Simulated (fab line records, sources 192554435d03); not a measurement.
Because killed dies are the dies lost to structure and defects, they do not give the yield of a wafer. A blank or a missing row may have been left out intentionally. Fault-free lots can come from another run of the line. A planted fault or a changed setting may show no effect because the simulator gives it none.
fab line records | flow n5Finfet
record lots=7 wafers=21
route steps=1938 shown WELL_APT@24 FIN_SAQP@96 DUMMY_GATE@223 SD_EPI_N@279 SD_EPI_P@321 SD_ACTIVATION@330 HKMG_FIN@390
startH: hours from the record's opening day to when the first of the lot's shown wafers began | waitH: hours since the lot's step before | " repeats the value in the row above | L1.1+2: several wafers, shown together as one row | - value missing, or start not given | * or withheld: withheld | < > ~ a bound
route shown NAME@n: NAME is a module with steps in the file, n the number in the route of the first one | usual: average and standard deviation across the fault-free wafers | same: alike in all rows | chamber/n: place in a boat | sites: per-site readings | _std_site: their standard deviation | _edge_site: inner sites' mean taken away from outer sites' mean | radiusMm: for every site, how far away it sits from the centre of the wafer | mask NAME#n: copy n | behind: the last tool/chamber to shape the wafer | hold: cause of the lot's hold/its duration in hours/its outcome | device: transistor that didn't switch, given as n, p or np | end of line: tests run on the same wafers once the route is complete | for a step that has no rows: nothing shown but its recipe | killed: dies that structure and defects cost at the first sort, which is not the same as the wafer's yield | map: a wafer's dies, marking killed ones x, the rest . and places with no die _
set.NAME: the run value of the setting; set.NAME@STEP: its run value at that earlier step | model.NAME: the simulator's own value behind a step, which no gauge read
one table per step and one row per wafer, for lots whose settings were changed on purpose
## steps
# step N5_WELL_APT_EXPOSE_05
# recipe maskId=NWELL na=0.8 sourceShape=conventional sigmaOuter=0.8 polarization=unpolarized defocusNm=0 targetCdNm=200 doseMj=20.3
# columns lot.wafer tool chamber startH waitH mask set.doseMj
L079.1+2 krfScanner-02 0 43.82 - NWELL#0 20.3
L079.3 " 0 " " NWELL#0 19.38
L080.3+4+6 krfScanner-02 0 49.59 - NWELL#0 20.3
L081.1 krfScanner-02 0 55.53 - NWELL#0 19.23
L081.4+6 " 0 " " NWELL#0 20.3
L082.2 krfScanner-02 0 61.52 - NWELL#0 21.25
L082.3+4 " 0 " " NWELL#0 20.3
L088.3+4+6 krfScanner-02 0 97.65 - NWELL#0 20.3
L096.1+5+6 krfScanner-02 0 145.54 - NWELL#0 20.3
L097.4 krfScanner-01 0 151.65 - NWELL#0 20.9
L097.5+6 " 0 " " NWELL#0 20.3
# step N5_WELL_APT_PEB_06
# recipe pebTempC=130 pebTimeS=90
# step N5_WELL_APT_DEVELOP_07
# recipe developTimeS=45 rinseLiquid=surfactantRinse dry=airSpin devTempC=21
# step N5_WELL_APT_HARDBAKE_12
# recipe tempC=130 timeS=120
# step N5_WELL_APT_CD_MEAS_08
# recipe targetCdNm=200 landingEnergyEv=500 detector=seInlens
# usual cdNm=200.4/1.1
# columns lot.wafer tool chamber startH waitH set.doseMj@WELL_APT_EXPOSE_05 cdNm
L079.1 cdSem-01 0 43.99 - 20.3 199.9
L079.2 " 0 " " 20.3 200.0
L079.3 " 0 " " 19.38 191.1
L080.3 cdSem-01 0 49.75 - 20.3 199.0
L080.4 " 0 " " 20.3 198.5
L080.6 " 0 " " 20.3 199.3
L081.1 cdSem-01 0 55.70 - 19.23 194.5
L081.4 " 0 " " 20.3 201.4
L081.6 " 0 " " 20.3 201.4
L082.2 cdSem-03 0 61.69 - 21.25 205.9
L082.3 " 0 " " 20.3 200.0
L082.4 " 0 " " 20.3 198.2
L088.3 cdSem-02 0 97.81 - 20.3 202.9
L088.4 " 0 " " 20.3 199.8
L088.6 " 0 " " 20.3 200.8
L096.1 cdSem-03 0 145.71 - 20.3 200.7
L096.5 " 0 " " 20.3 201.2
L096.6 " 0 " " 20.3 200.4
L097.4 cdSem-01 0 151.81 - 20.9 203.9
L097.5 " 0 " " 20.3 200.8
L097.6 " 0 " " 20.3 200.0
# step N5_WELL_APT_DESCUM_13
# recipe chemistry=O2 timeS=7.9 sourcePowerW=50 biasPowerW=20 pressureMtorr=20 rfFrequencyHz=2.712e+07 tempC=40 o2FlowSccm=225
# columns lot.wafer tool chamber startH waitH set.doseMj@WELL_APT_EXPOSE_05 model.WELL_APT.cdNm
L079.1 rieDiel-04 1 44.39 0.3 20.3 199.9
L079.2 " 3 " " 20.3 200
L079.3 " 0 " " 19.38 191
L080.3 rieDiel-04 2 49.84 0.0 20.3 198.9
L080.4 " 1 " " 20.3 198.6
L080.6 " 1 " " 20.3 199.2
L081.1 rieDiel-01 0 55.79 0.0 19.23 194.2
L081.4 " 1 " " 20.3 201.5
L081.6 " 0 " " 20.3 201.3
L082.2 rieDiel-01 0 61.77 0.0 21.25 206.1
L082.3 " 2 " " 20.3 200.1
L082.4 " 0 " " 20.3 198.3
L088.3 rieDiel-04 2 97.90 0.0 20.3 203
L088.4 " 1 " " 20.3 199.7
L088.6 " 1 " " 20.3 200.6
L096.1+6 rieDiel-04 2,0 145.84 0.1 20.3 200.6
L096.5 " 1 " " 20.3 201.4
L097.4 rieDiel-02 2 152.21 0.1 20.9 -
L097.5 " 1 " " 20.3 200.8
L097.6 " 2 " " 20.3 199.9
# step N5_WELL_APT_COAT_19
# recipe spinRpm=1357 resistThkNm=950
# columns lot.wafer tool chamber startH waitH set.spinRpm model.coat_of_WELL_APT_COAT_19.thkNm
L079.1 lithoTrack-02 0 - - 1487 909.9
L079.2 " 0 " " 1357 951.3
L079.3 " 0 " " 1487 908.7
L080.3 lithoTrack-05 0 - - 1357 948.4
L080.4 " 0 " " 1357 945.6
L080.6 " 0 " " 1357 945.1
L081.1 lithoTrack-05 0 - - 1357 951
L081.4 " 0 " " 1357 945.1
L081.6 " 0 " " 1244 989.1
L082.2 lithoTrack-02 0 - - 1357 953
L082.3 " 0 " " 1216 1006
L082.4 " 0 " " 1357 951.9
L088.3 lithoTrack-02 0 - - 1469 913.3
L088.4 " 0 " " 1357 948.9
L088.6 " 0 " " 1357 949.2
L096.1 lithoTrack-03 0 - - 1357 951.4
L096.5 " 0 " " 1357 952.5
L096.6 " 0 " " 1357 953
L097.4 lithoTrack-02 0 - - 1357 951.3
L097.5 " 0 " " 1411 935.5
L097.6 " 0 " " 1357 951.2
# step N5_FIN_SAQP_HM_DEP_03
# recipe material=SiNx targetThkA=380 tempC=400 precursor=SiH4/NH3/N2 pressureTorr=1.5 rfW=300 timeS=33.6
# columns lot.wafer tool chamber startH waitH set.timeS model.SiNx_of_FIN_SAQP_HM_DEP_03.thkNm
L079.1 pecvd-02 2 51.32 0.2 33.6 37
L079.2 " 1 " " 33.6 37.41
L079.3 " 0 " " 37.45 41.8
L080.3 pecvd-04 1 57.15 0.1 30.26 34.04
L080.4 " 1 " " 33.6 38.2
L080.6 " 0 " " 30.26 34.38
L081.1 pecvd-02 2 62.97 0.2 28.68 31.97
L081.4 " 0 " " 33.6 38.05
L081.6 " 2 " " 33.6 38
L082.2 pecvd-04 0 69.46 0.2 33.6 38.04
L082.3 " 2 " " 33.6 38.13
L082.4 " 0 " " 33.6 38.55
L088.3 pecvd-03 1 106.49 0.2 33.6 38.07
L088.4 " 0 " " 31.43 35.65
L088.6 " 1 " " 33.6 37.89
L096.1 pecvd-03 1 153.43 0.2 33.6 37.53
L096.5 " 2 " " 33.6 37.82
L096.6 " 1 " " 33.6 38.07
L097.4 pecvd-02 0 161.05 0.1 33.6 39.04
L097.5 " 2 " " 33.6 38.66
L097.6 " 1 " " 29.79 34.23
# step N5_FIN_SAQP_THK_MEAS_05
# usual thkNm=37.8/0.51
# columns lot.wafer tool chamber startH waitH set.timeS@FIN_SAQP_HM_DEP_03 thkNm
L079.1 filmMetro-02 - 51.40 0.1 33.6 36.9
L079.2 " - " " 33.6 37.4
L079.3 " - " " 37.45 41.8
L080.3 filmMetro-01 - 57.24 0.1 30.26 34.0
L080.4 " - " " 33.6 38.2
L080.6 " - " " 30.26 34.4
L081.1 filmMetro-02 - 63.06 0.1 28.68 31.9
L081.4 " - " " 33.6 38.0
L081.6 " - " " 33.6 38.0
L082.2 filmMetro-01 - 69.54 0.1 33.6 38.0
L082.3 " - " " 33.6 38.1
L082.4 " - " " 33.6 38.6
L088.3 filmMetro-01 - 106.58 0.1 33.6 38.0
L088.4 " - " " 31.43 35.7
L088.6 " - " " 33.6 37.9
L096.1 filmMetro-01 - 153.52 0.1 33.6 37.5
L096.5 " - " " 33.6 37.8
L096.6 " - " " 33.6 38.1
L097.4 filmMetro-01 - 161.11 0.0 33.6 39.0
L097.5 " - " " 33.6 38.7
L097.6 " - " " 29.79 34.3
# step N5_FIN_SAQP_EXPOSE_13
# recipe maskId=FIN_CORE na=1.35 sourceShape=dipole sigmaInner=0.538 sigmaOuter=0.738 polarization=te targetCdNm=35.6 doseMj=63.25
# columns lot.wafer tool chamber startH waitH mask set.doseMj
L079.1+3 arfiScanner-01 0 51.97 - FIN_CORE#0 61.03
L079.2 " 0 " " FIN_CORE#0 63.25
L080.3+4 arfiScanner-01 0 57.69 - FIN_CORE#0 60.75
L080.6 " 0 " " FIN_CORE#0 63.25
L081.1+4+6 arfiScanner-02 0 63.62 - FIN_CORE#0 61.77
L082.2 arfiScanner-01 0 70.12 - FIN_CORE#0 60.89
L082.3+4 " 0 " " FIN_CORE#0 63.25
L088.3 arfiScanner-02 0 107.24 - FIN_CORE#0 63.25
L088.4+6 " 0 " " FIN_CORE#0 59.11
L096.1+5+6 arfiScanner-03 0 153.96 - FIN_CORE#0 63.25
L097.4+5+6 arfiScanner-01 0 161.70 - FIN_CORE#0 63.25
# step N5_FIN_SAQP_PEB_14
# recipe pebTempC=withheld pebTimeS=60 resist=CAR-ArF
# step N5_FIN_SAQP_DEVELOP_15
# recipe developTimeS=30 developer=TMAH resist=CAR-ArF devTempC=23 rinseLiquid=diw dry=airSpin
# step N5_FIN_SAQP_CD_MEAS_16
# recipe targetCdNm=35.6 landingEnergyEv=500 detector=seInlens
# usual cdNm=35.5/0.32
# columns lot.wafer tool chamber startH waitH set.doseMj@FIN_SAQP_EXPOSE_13 cdNm
L079.1 cdSem-03 0 52.09 - 61.03 36.2
L079.2 " 0 " " 63.25 35.5
L079.3 " 0 " " 61.03 36.6
L080.3 cdSem-03 0 57.81 - 60.75 36.1
L080.4 " 0 " " 60.75 36.9
L080.6 " 0 " " 63.25 35.6
L081.1 cdSem-02 0 63.75 - 61.77 35.8
L081.4 " 0 " " 61.77 36.4
L081.6 " 0 " " 61.77 35.9
L082.2 cdSem-01 0 70.24 - 60.89 36.3
L082.3 " 0 " " 63.25 35.5
L082.4 " 0 " " 63.25 35.3
L088.3 cdSem-01 0 107.36 - 63.25 35.5
L088.4 " 0 " " 59.11 36.8
L088.6 " 0 " " 59.11 37.3
L096.1 cdSem-01 0 154.09 - 63.25 35.6
L096.5 " 0 " " 63.25 35.2
L096.6 " 0 " " 63.25 35.5
L097.4 cdSem-01 0 161.82 - 63.25 35.7
L097.5 " 0 " " 63.25 35.7
L097.6 " 0 " " 63.25 35.7
# step N5_FIN_SAQP_SPACER2_ALD_28
# recipe material=SiO2 targetThkA=81 tempC=300 aldPrecursorFamily=BDEAS aldCoReactant=O2-plasma pulseTimeS=1 purgeTimeS=2 coReactantPurgeTimeS=2 pressureTorr=2
# columns lot.wafer tool chamber startH waitH set.tempC
L079.1+2 aldSin-03 2,1 55.61 0.1 300
L079.3 " 0 " " 295.6
L080.3+4+6 aldSin-03 1,3,2 66.04 0.7 300
L081.1+6 aldSin-02 0,2 67.35 0.1 289.3
L081.4 " 1 " " 300
L082.2+3 aldSin-01 2,1 73.79 0.1 304.5
L082.4 " 3 " " 300
L088.3+4 aldSin-03 3,2 111.66 0.1 300
L088.6 " 1 " " 311.2
L096.1+5+6 aldSin-03 2,3,0 160.23 1.3 300
L097.4+5+6 aldSin-01 1,3,0 167.66 1.4 300
# step N5_FIN_SAQP_SPACER2_ETCHBACK_29
# recipe chemistry=CHF3/O2 mode=anisotropicEtchback target=SiO2 targetDepthA=122 timeS=6.1 pressureMtorr=30 sourceW=650 biasW=170 Ar_flow_sccm=200 CHF3_flow_sccm=50 O2_flow_sccm=5 ionEnergyEv=200
# step N5_FIN_SAQP_MANDREL2_REMOVE_60
# recipe chemistry=HBr/Cl2/O2 btTimeS=10 target=a-Si stopOn=SiNx endpoint=OES-SiCl overEtchFrac=1 icpW=600 biasW=22 HBr_flow_sccm=150 Cl2_flow_sccm=80 O2_flow_sccm=5 pressureMtorr=10
# step N5_FIN_SAQP_HM_OPEN_33
# recipe chemistry=CH3F/O2 target=SiNx maskMaterial=SiO2 targetDepthA=494 timeS=70.6 pressureMtorr=30 sourceW=395 biasW=73 Ar_flow_sccm=150 CH3F_flow_sccm=30 O2_flow_sccm=20 ionEnergyEv=120 ends=cleared
# usual etchRfOnTimeS=68.3/1.3
# columns lot.wafer tool chamber startH waitH set.timeS@FIN_SAQP_HM_DEP_03 etchRfOnTimeS model.etch.depthNm
L079.1 rieDiel-04 0 56.18 0.0 33.6 67.3 36.31
L079.2 " 2 " " 33.6 67.4 36.78
L079.3 " 3 " " 37.45 75.4 41.17
L080.3 rieDiel-04 2 66.65 0.0 30.26 60.6 33.37
L080.4 " 2 " " 33.6 68.7 37.58
L080.6 " 0 " " 30.26 62.5 33.76
L081.1 rieDiel-02 2 67.92 0.0 28.68 58.4 31.34
L081.4 " 1 " " 33.6 68.9 37.36
L081.6 " 3 " " 33.6 70.3 37.35
L082.2 rieDiel-01 0 74.42 0.1 33.6 67.4 37.41
L082.3 " 3 " " 33.6 67.5 37.51
L082.4 " 1 " " 33.6 69.8 37.91
L088.3 rieDiel-01 3 112.24 0.0 33.6 68.8 37.43
L088.4 " 0 " " 31.43 63.6 34.97
L088.6 " 2 " " 33.6 68.1 37.2
L096.1 rieDiel-01 2 160.90 0.1 33.6 68.0 36.87
L096.5 " 0 " " 33.6 67.9 37.14
L096.6 " 1 " " 33.6 68.5 37.44
L097.4 rieDiel-01 1 168.38 0.0 33.6 70.6 38.42
L097.5 " 0 " " 33.6 69.6 38.03
L097.6 " 3 " " 29.79 62.3 33.59
# step N5_FIN_SAQP_ETCH_34
# recipe chemistry=C4F6/O2 target=SiO2 targetDepthA=450 timeS=15 ionEnergyEv=250 pressureMtorr=30 sourceW=345 biasW=185 Ar_flow_sccm=300 C4F6_flow_sccm=10 O2_flow_sccm=10 ends=cleared
# columns lot.wafer tool chamber startH waitH set.timeS@FIN_SAQP_HM_DEP_03 model.SiNx_of_FIN_SAQP_HM_DEP_03.thkNm
L079.1 rieDiel-04 0 56.25 0.0 33.6 33.4
L079.2 " 2 " " 33.6 33.8
L079.3 " 3 " " 37.45 38.2
L080.3 rieDiel-04 2 66.72 0.0 30.26 30.4
L080.4 " 2 " " 33.6 34.6
L080.6 " 0 " " 30.26 30.8
L081.1 rieDiel-02 2 67.99 0.0 28.68 28.4
L081.4+6 " 1,3 " " 33.6 34.4
L082.2+3 rieDiel-01 0,3 74.49 0.0 33.6 34.6
L082.4 " 1 " " 33.6 35
L088.3 rieDiel-01 3 112.31 0.0 33.6 34.6
L088.4 " 0 " " 31.43 32
L088.6 " 2 " " 33.6 34.2
L096.1 rieDiel-01 2 160.97 0.0 33.6 34
L096.5 " 0 " " 33.6 34.2
L096.6 " 1 " " 33.6 34.6
L097.4 rieDiel-01 1 168.44 0.0 33.6 35.6
L097.5 " 0 " " 33.6 35.2
L097.6 " 3 " " 29.79 30.6
# step N5_FIN_SAQP_ETCH_64
# recipe chemistry=CF4 target=SiO2 targetDepthA=15 ionEnergyEv=350 pressureMtorr=10 icpW=800 biasW=400 cf4FlowSccm=80
# usual oesProductAu=1.000/0.011
# columns lot.wafer tool chamber startH waitH set.biasW oesProductAu model.etch.depthNm
L079.1 rieSi-02 0 56.44 0.0 400 0.997 1.48
L079.2 " 1 " " 464.7 1.043 1.563
L079.3 " 3 " " 464.7 1.019 1.581
L080.3 rieSi-02 0 66.92 0.0 454.2 1.030 1.556
L080.4 " 3 " " 400 0.986 1.506
L080.6 " 0 " " 454.2 1.022 1.54
L081.1 rieSi-02 2 68.18 0.0 432.4 1.013 1.544
L081.4 " 1 " " 432.4 1.021 1.533
L081.6 " 0 " " 400 0.996 1.476
L082.2 rieSi-02 2 74.69 0.0 425.9 1.013 1.551
L082.3 " 3 " " 425.9 1.010 1.536
L082.4 " 0 " " 400 1.000 1.487
L088.3 rieSi-02 0 112.51 0.0 400 1.011 1.501
L088.4 " 3 " " 400 0.997 1.54
L088.6 " 3 " " 455.6 1.026 1.598
L096.1 rieSi-06 2 161.17 0.0 400 0.992 1.496
L096.5 " 3 " " 400 0.994 1.495
L096.6 " 2 " " 400 0.989 1.509
L097.4 rieSi-01 2 168.64 0.0 435.1 1.012 1.572
L097.5 " 2 " " 400 0.998 1.528
L097.6 " 3 " " 435.1 1.017 1.538
# step N5_DUMMY_GATE_COAT_35
# recipe resist=SiARC tempC=220 timeS=60 spinRpm=1500 resistThkNm=10
# columns lot.wafer tool chamber startH waitH set.spinRpm model.SiARC_of_DUMMY_GATE_COAT_35.thkNm
L079.1+2+3 lithoTrack-01 0 - - 1500 10
L080.3+6 lithoTrack-05 0 - - 1384 10.4
L080.4 " 0 " " 1500 10
L081.1+6 lithoTrack-04 0 - - 1444 10.2
L081.4 " 0 " " 1500 10
L082.2 lithoTrack-04 0 - - 1500 10
L082.3+4 " 0 " " 1358 10.6
L088.3+4 lithoTrack-01 0 - - 1631 9.6
L088.6 " 0 " " 1500 10
L096.1+5+6 lithoTrack-04 0 - - 1500 10
L097.4+5+6 lithoTrack-05 0 - - 1500 10
# step N5_SD_EPI_N_ETCH_16
# recipe chemistry=CHF3/O2 target=SiO2 targetDepthA=50 maskMaterial=SOC pressureMtorr=30 sourceW=650 biasW=170 Ar_flow_sccm=200 CHF3_flow_sccm=50 O2_flow_sccm=5 ionEnergyEv=200
# columns lot.wafer tool chamber startH waitH set.targetDepthA model.etch.depthNm
L079.1 rieDiel-04 2 81.66 0.1 52.75 5.344
L079.2 " 3 " " 52.75 5.353
L079.3 " 0 " " 50 4.959
L080.3 rieDiel-01 1 89.34 0.1 46.16 4.613
L080.4 " 2 " " 50 5.09
L080.6 " 2 " " 50 5.063
L081.1 rieDiel-04 0 93.17 0.1 51.65 5.161
L081.4 " 3 " " 50 5.07
L081.6 " 2 " " 50 5.086
L082.2 rieDiel-01 3 96.98 0.1 50 5.088
L082.3 " 2 " " 55.84 5.698
L082.4 " 0 " " 50 5.071
L088.3 rieDiel-01 0 134.95 0.1 50 5.111
L088.4 " 1 " " 50 5.014
L088.6 " 0 " " 50 5.071
L096.1 rieDiel-04 2 188.57 0.1 50 5.029
L096.5 " 1 " " 50 5.116
L096.6 " 2 " " 50 5.039
L097.4 rieDiel-01 3 192.19 0.0 46.05 4.651
L097.5 " 2 " " 46.05 4.663
L097.6 " 1 " " 50 5.02
# step N5_SD_EPI_P_EPI_21
# recipe material=SiGe:B dopant=B tempC=550 pressureTorr=20 ambient=H2 timeS=355
# columns lot.wafer tool chamber startH waitH set.timeS model.SiGe-B_of_SD_EPI_P_EPI_21.thkNm
L079.1 epiRpcvd-03 0 86.83 0.2 355 60.6
L079.2 " 0 " " 355 61.4
L079.3 " 0 " " 355 61.8
L080.3 epiRpcvd-01 0 95.13 0.8 355 60.8
L080.4 " 0 " " 355 62
L080.6 " 0 " " 355 62.2
L081.1 epiRpcvd-02 0 98.48 0.2 355 61.8
L081.4 " 0 99.92 1.5 355 62.2
L081.6 " 0 " " 355 62
L082.2 epiRpcvd-01 0 102.54 0.5 386.6 65.8
L082.3 " 0 " " 355 62.4
L082.4 " 0 " " 386.6 65.6
L088.3 epiRpcvd-03 0 140.85 0.8 382.9 65.2
L088.4 " 0 " " 355 61.6
L088.6 " 0 " " 382.9 64.6
L096.1 epiRpcvd-03 0 193.73 0.1 355 60.6
L096.5 " 0 195.17 1.5 355 60
L096.6 " 0 " " 355 61
L097.4 epiRpcvd-03 0 198.57 1.1 355 61.8
L097.5 " 0 " " 414.5 67.6
L097.6 " 0 " " 414.5 67.4
# step N5_SD_EPI_P_HM_STRIP_48
# recipe chemistry=H3PO4 tempC=160 material=SiNx target=SiNx targetDepthA=30 overetchFraction=0.3
# step N5_SD_ACTIVATION_RTA_00
# recipe tempC=975 timeS=0 ambient=N2 idleTempC=600 rampUpCPerS=150 rampDownCPerS=60 coolToC=600
# step N5_SD_ACTIVATION_LSA_01
# recipe tempC=1080 timeS=0.0008 ambient=N2
# step N5_SD_ACTIVATION_RS_MEAS_03
# recipe thkMeasGauge=four-point-probe
# usual RS_SD_N=21.92/0.3 RS_SD_P=55.7/0.96
# columns lot.wafer tool chamber startH waitH set.timeS@SD_EPI_P_EPI_21 RS_SD_N[ohm/sq] RS_SD_P[ohm/sq]
L079.1 filmMetro-02 - 97.82 0.2 355 22.04 56.4
L079.2 " - " " 355 21.86 55.2
L079.3 " - " " 355 21.56 54.7
L080.3 filmMetro-01 - 98.05 0.2 355 21.74 56.2
L080.4 " - " " 355 21.56 54.9
L080.6 " - " " 355 21.50 54.7
L081.1 filmMetro-01 - 102.06 0.2 355 22.39 54.8
L081.4 " - " " 355 21.94 54.8
L081.6 " - " " 355 22.26 54.0
L082.2 filmMetro-01 - 105.07 0.2 386.6 22.30 52.3
L082.3 " - " " 355 22.07 55.2
L082.4 " - " " 386.6 22.11 52.6
L088.3 filmMetro-01 - 142.97 0.2 382.9 21.49 52.1
L088.4 " - " " 355 21.49 55.2
L088.6 " - " " 382.9 21.39 52.5
L096.1 filmMetro-01 - 196.53 0.2 355 22.03 56.4
L096.5 " - " " 355 22.13 56.7
L096.6 " - " " 355 22.16 55.8
L097.4 filmMetro-01 - 200.35 0.1 355 21.65 56.2
L097.5 " - " " 414.5 21.30 51.2
L097.6 " - " " 414.5 21.45 51.7
# step N5_HKMG_FIN_COAT_41
# recipe resist=SOC tempC=250 timeS=60 spinRpm=1500 resistThkNm=300
# columns lot.wafer tool chamber startH waitH set.spinRpm model.SOC_of_HKMG_FIN_COAT_41.thkNm
L079.1 lithoTrack-03 0 111.09 - 1588 292.4
L079.2 " 0 " " 1500 301.4
L079.3 " 0 " " 1588 291.6
L080.3 lithoTrack-01 0 113.23 - 1500 300
L080.4 " 0 " " 1500 299.2
L080.6 " 0 " " 1500 299.8
L081.1 lithoTrack-02 0 116.55 - 1500 301
L081.4 " 0 " " 1500 300.2
L081.6 " 0 " " 1500 300.6
L082.2 lithoTrack-03 0 117.86 - 1500 301
L082.3 " 0 " " 1500 300.2
L082.4 " 0 " " 1500 301.4
L088.3 lithoTrack-02 0 156.42 - 1500 300.8
L088.4 " 0 " " 1500 301
L088.6 " 0 " " 1500 301.2
L096.1 lithoTrack-03 0 209.77 - 1500 301
L096.5+6 " 0 " " 1500 300.8
L097.4 lithoTrack-03 0 212.95 - 1413 310.2
L097.5+6 " 0 " " 1500 301.4
## key
split step=N5_WELL_APT_EXPOSE_05 setting=doseMj stated=20.3 by=wafer
response step=N5_WELL_APT_CD_MEAS_08 reading=cdNm change=+1.51 per=1% r=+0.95
response step=N5_WELL_APT_DESCUM_13 reading=model.WELL_APT.cdNm change=+1.58 per=1% r=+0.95
split step=N5_WELL_APT_COAT_19 setting=spinRpm stated=1357 by=wafer
response step=N5_WELL_APT_COAT_19 reading=model.coat_of_WELL_APT_COAT_19.thkNm change=-4.69 per=1% r=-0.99
split step=N5_FIN_SAQP_HM_DEP_03 setting=timeS stated=33.6 by=wafer
response step=N5_FIN_SAQP_HM_DEP_03 reading=model.SiNx_of_FIN_SAQP_HM_DEP_03.thkNm change=+0.404 per=1% r=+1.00
response step=N5_FIN_SAQP_THK_MEAS_05 reading=thkNm change=* per=1% r=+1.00
response step=N5_FIN_SAQP_HM_OPEN_33 reading=etchRfOnTimeS change=* per=1% r=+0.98
response step=N5_FIN_SAQP_HM_OPEN_33 reading=model.etch.depthNm change=+0.404 per=1% r=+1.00
response step=N5_FIN_SAQP_ETCH_34 reading=model.SiNx_of_FIN_SAQP_HM_DEP_03.thkNm change=+0.407 per=1% r=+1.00
split step=N5_FIN_SAQP_EXPOSE_13 setting=doseMj stated=63.25 by=wafer
response step=N5_FIN_SAQP_CD_MEAS_16 reading=cdNm change=-0.24 per=1% r=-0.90
split step=N5_FIN_SAQP_SPACER2_ALD_28 setting=tempC stated=300 by=wafer
response none clear
split step=N5_FIN_SAQP_ETCH_64 setting=biasW stated=400 by=wafer
response step=N5_FIN_SAQP_ETCH_64 reading=oesProductAu change=+0.00219 per=1% r=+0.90
response step=N5_FIN_SAQP_ETCH_64 reading=model.etch.depthNm change=+0.00518 per=1% r=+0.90
split step=N5_DUMMY_GATE_COAT_35 setting=spinRpm stated=1500 by=wafer
response step=N5_DUMMY_GATE_COAT_35 reading=model.SiARC_of_DUMMY_GATE_COAT_35.thkNm change=-0.0543 per=1% r=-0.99
split step=N5_SD_EPI_N_ETCH_16 setting=targetDepthA stated=50 by=wafer
response step=N5_SD_EPI_N_ETCH_16 reading=model.etch.depthNm change=+0.0538 per=1% r=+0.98
split step=N5_SD_EPI_P_EPI_21 setting=timeS stated=355 by=wafer
response step=N5_SD_EPI_P_EPI_21 reading=model.SiGe-B_of_SD_EPI_P_EPI_21.thkNm change=+0.358 per=1% r=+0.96
response step=N5_SD_ACTIVATION_RS_MEAS_03 reading=RS_SD_P change=-0.302 per=1% r=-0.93
split step=N5_HKMG_FIN_COAT_41 setting=spinRpm stated=1500 by=wafer
response step=N5_HKMG_FIN_COAT_41 reading=model.SOC_of_HKMG_FIN_COAT_41.thkNm change=-1.56 per=1% r=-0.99
